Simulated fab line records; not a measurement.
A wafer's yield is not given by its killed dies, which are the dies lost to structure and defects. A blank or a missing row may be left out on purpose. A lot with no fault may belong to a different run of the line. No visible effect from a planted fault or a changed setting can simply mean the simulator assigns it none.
3 desks, one fault :: flow n5_finfet :: only its own numbers are on each desk; what lay behind them is given at the end

## THE TOOL OWNER'S DESK: litho_track-02
The tool's own readings at N5_BEOL_M5_COAT_05 (resist thk 30 nm): means of the sampled wafers that have a number, for each lot that ran on this tool. A lot is out of limits, marked OUT, if its mean lies more than 4 standard deviations from the usual mean; the brackets give that distance.
Columns: A = exhaust_pa at N5_BEOL_M5_COAT_05, usual 45.0 Pa; B = spin_speed_rpm at N5_BEOL_M5_COAT_05, usual 1499.9 rpm
lot: L458
first seen here: day 9 23:41
A: 45.0
B: 1499.9

lot: L464
first seen here: day 12 08:01
A: 44.6
B: 1789.5 (+99 or more) OUT

lot: L465
first seen here: day 12 08:32
A: 45.1
B: 1789.2 (+99 or more) OUT
This desk's finding: out of limits on L464, L465; first on L464, day 12 08:01 (spin_speed_rpm at N5_BEOL_M5_COAT_05). Within limits: L458.

## FROM THE METROLOGY DESK
Lot by lot, what the gauges showed, no matter which tool ran the lot: averages of those sampled wafers that carry a number. A lot is out of limits, marked OUT, if its mean lies more than 4 standard deviations from the usual mean; the brackets give that distance. Readings shown: 7 of its 14, picked as those furthest out on some lot.
Columns: A = IOFF_P at N5_BEOL_M4_RC_MEAS_101, usual 0.21 nA/um; B = ION_N at N5_BEOL_M4_RC_MEAS_101, usual 675 uA/um; C = ION_P at N5_BEOL_M4_RC_MEAS_101, usual 462 uA/um; D = VT_P at N5_BEOL_M4_RC_MEAS_101, usual -251 mV; E = M5_ILD_THK at N5_BEOL_M5_THK_MEAS_01, usual 121.6 nm; F = cd_nm at N5_BEOL_M5_CD_MEAS_11, usual 27.98 nm; G = M5_OVL at N5_BEOL_M5_OVL_MEAS_12, usual 0.1 nm
lot: L458
first seen here: day 9 20:18
A: 0.27
B: 692
C: 481
D: -244
E: 122.0
F: 27.95
G: -0.7

lot: L459
first seen here: day 10 00:13
A: 0.17
B: 658
C: 448
D: -256
E: 123.6
F: 27.88
G: 0.1

lot: L465
first seen here: day 12 03:53
A: 0.19
B: 675
C: 466
D: -251
E: 121.2
F: 27.83
G: -0.0

lot: L464
first seen here: day 12 04:07
A: 0.20
B: 678
C: 463
D: -252
E: 121.5
F: 28.34
G: 0.3

lot: L470
first seen here: day 12 12:31
A: 0.20
B: 676
C: 469
D: -250
E: 123.3
F: 28.22
G: -0.5

lot: L471
first seen here: day 13 07:41
A: 0.23
B: 671
C: 464
D: -250
E: 120.0
F: 28.16
G: -0.3
This desk found nothing out of limits on any of the 6 lots.

## THE DEFECT DESK
For each lot, the counts of the inspections along the route, averaged over the sampled wafers that have a number. A lot is out of limits, marked OUT, if its mean lies more than 4 standard deviations from the usual mean; the brackets give that distance.
Columns: A = raw_defect_count at N5_BEOL_M4_INSPECT_59, usual 77; B = raw_defect_count at N5_BEOL_M5_INSPECT_13, usual 425
lot: L458
first seen here: day 9 20:19
A: 59
B: 422

lot: L459
first seen here: day 10 00:14
A: 67
B: 564

lot: L465
first seen here: day 12 03:55
A: 64
B: 308

lot: L464
first seen here: day 12 04:08
A: 53
B: 527

lot: L470
first seen here: day 12 12:32
A: 79
B: 375

lot: L471
first seen here: day 13 07:42
A: 63
B: 343
This desk found nothing out of limits on any of the 6 lots.

## ALL TOGETHER
On L464, L465, at day 12 08:01, an alarm was possible from the tool owner's desk.
The metrology desk saw nothing out of limits.
Nothing out of limits was seen by the defect desk.
The metrology desk has L464, L465 on record, within its limits.
The defect desk has L464, L465 on record, within its limits.
Every lot named ran N5_BEOL_M5_COAT_05 on litho_track-02.

## WHAT WAS PUT IN BY THE SIMULATOR
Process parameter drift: litho_track-02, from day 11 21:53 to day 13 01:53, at N5_BEOL_M5_COAT_05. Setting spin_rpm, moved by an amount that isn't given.
Struck lots among those shown: L464, L465.
Hours from the fault's start to each desk's first reading out of limits: the tool owner's desk, 10.
